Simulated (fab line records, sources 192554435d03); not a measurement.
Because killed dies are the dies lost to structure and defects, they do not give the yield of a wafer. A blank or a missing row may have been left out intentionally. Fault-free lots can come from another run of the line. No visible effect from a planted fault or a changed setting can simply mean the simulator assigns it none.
Matching of chambers	flow n5-finfet	N5_BEOL_M6_ALD_77 on ald-metal-02: 4 sister chambers
The step deposits TaN, target thk 2 nm, pulse time 2 s, purge time 3 s. 20 wafers are shown with their chamber, then 10 later ones without.

## WAFERS, EACH WITH ITS CHAMBER
wafer	chamber	heater-power-w (W)	susceptor-temp-C (C)
L075.1	1	413	274.89
L075.2	0	438	275.05
L075.5	3	377	274.73
L076.2	1	428	275.19
L076.3	3	378	274.99
L076.4	0	461	275.31
L077.1	3	377	275.14
L077.3	2	429	274.78
L077.4	0	461	274.76
L086.4	1	423	274.79
L086.5	2	421	275.08
L086.6	1	433	274.75
L087.1	0	455	275.01
L087.2	2	419	274.95
L087.5	1	418	275.23
L091.2	2	426	275.28
L091.3	3	380	274.90
L091.6	0	466	274.80
L090.1	3	392	274.93
L090.2	2	426	274.98

SIGNATURES (means of the wafers above)
reading	chamber 0	chamber 1	chamber 2	chamber 3	scatter within a chamber
heater-power-w	456.20	423.00	424.20	380.80	7.72
susceptor-temp-C	274.9860	274.9700	275.0140	274.9380	0.197
Rule: a wafer's distance from a chamber is the root of the sum, over the readings, of the square of ((its reading less the chamber's mean) divided by the reading's scatter). If the next closest chamber is less than 2 further off than the closest, the wafer can't be placed; otherwise it belongs to the closest. The scatter: take each reading less its chamber's mean, square it, sum over the shown wafers, divide by the number of wafers less the number of chambers, and take the root.

## WAFERS WITH NO CHAMBER GIVEN
wafer	heater-power-w (W)	susceptor-temp-C (C)
L090.5	388	274.96
L092.1	423	275.15
L092.3	388	274.77
L092.4	413	275.17
L094.1	382	274.98
L094.2	420	275.33
L094.6	423	275.06
L096.1	428	275.18
L096.2	469	275.02
L096.4	383	275.32

## WHICH CHAMBER EACH WENT THROUGH
wafer	from the rows above	in truth
L090.5	3	3
L092.1	can't be placed: 2 or 1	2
L092.3	3	3
L092.4	can't be placed: 1 or 2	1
L094.1	3	3
L094.2	can't be placed: 2 or 1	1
L094.6	can't be placed: 2 or 1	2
L096.1	can't be placed: 2 or 1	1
L096.2	0	0
L096.4	3	3
Correct placement for 5 of the 10. Can't be placed from these rows: 5 (the true chamber is among the candidates in 5). Placed wrongly: 0.
